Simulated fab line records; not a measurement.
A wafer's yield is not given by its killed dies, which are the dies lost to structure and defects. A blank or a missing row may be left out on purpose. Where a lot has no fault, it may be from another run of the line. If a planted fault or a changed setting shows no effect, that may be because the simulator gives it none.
Problem report in the 8D (eight disciplines) form, filled by code ; flow nand_harc ; the parts of the form that need people (team, actions taken, sign-off) are left out

== 1. WHAT IS WRONG ==
At NHARC_A_ONON_D2_THK_MEAS_24, thk_nm averages 946 nm over 6 wafers from 2 lots, while fault-free wafers read 1003 nm, standard deviation 9.4. Relative to the usual mean, that is a shift of -6.0 standard deviations.
The step: measures by ellipsometry.
First seen on wafer L200.1, day 19 07:54, on film_metro-01. The record has a number at this step for 42 wafers belonging to 14 lots. Rule for "out" (also "out of limits"): further than 4 standard deviations from the usual mean. All remaining wafers that have a number are taken as sound.

== 2. WHAT IT IS; WHAT IT IS NOT ==
question;is;is not
which readings at this step;thk_nm;-
which lots;L200, L204;L185, L186, L187, L188, L189, L191, L193, L194, L195, L196, L199, L208
which wafers of those lots;all that have a number;-
read on which gauges;film_metro-01, film_metro-02;-
when;from day 19 07:54;"up to then (33 sound wafers); but 3 sound wafers of L208 came after"

== 3. SUSPECTS, AND WHAT RULES EACH OUT ==
Counting: a tool at a process step up to the reading stays a suspect if it ran every lot that is out and no sound lot after the first of them.
- the gauge at NHARC_A_ONON_D2_THK_MEAS_24 has been ruled out. Those wafers that are out were read across 2 gauges (film_metro-01, film_metro-02).
- pecvd_onon-01 at NHARC_A_ONON_D2_DEP_22 (target thk 1000 nm): kept. It processed each lot that is out, first L200 at day 19 07:23, and no sound lot thereafter; up to then, the last sound lot it processed was L199 at day 18 19:39.
Left after counting: pecvd_onon-01 at NHARC_A_ONON_D2_DEP_22.

== 4. THE CAUSE (what the simulator had put in) ==
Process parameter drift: pecvd_onon-01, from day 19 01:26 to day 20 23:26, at NHARC_A_ONON_D2_DEP_22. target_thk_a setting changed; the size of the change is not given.
After counting, this tool was the only one left.

== 5. THE CHAIN OF EFFECTS, in route order ==
One row per reading whose mean, taken over the struck wafers that have a number, lies over 3 standard deviations from the usual. Only readings whose record carries a usual standard deviation are examined. hours: median over the lots of the time between each lot's start at the first step of this table that gives one and its start at this step. sigmas: the change, counted in usual standard deviations.
hours;step;reading;usual;on struck wafers;change;sigmas
0;NHARC_A_ONON_D2_THK_MEAS_24;thk_nm;1003 nm;946;-56;-6.0

== 6. WHAT WOULD HAVE CAUGHT IT SOONER ==
The first out-of-limits reading at a measuring or inspecting step in this record came at day 19 07:54, 6 hours after the fault's start at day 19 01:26.
Of the tool readings at NHARC_A_ONON_D2_DEP_22 for which the record gives a usual standard deviation, none was out on any struck wafer, so an alarm limit of 4 standard deviations on them would not have fired.
Among the 2 lots that are out, L204 began NHARC_A_ONON_D2_DEP_22 on pecvd_onon-01 after day 19 07:54. A hold on the tool at that time would have spared it.
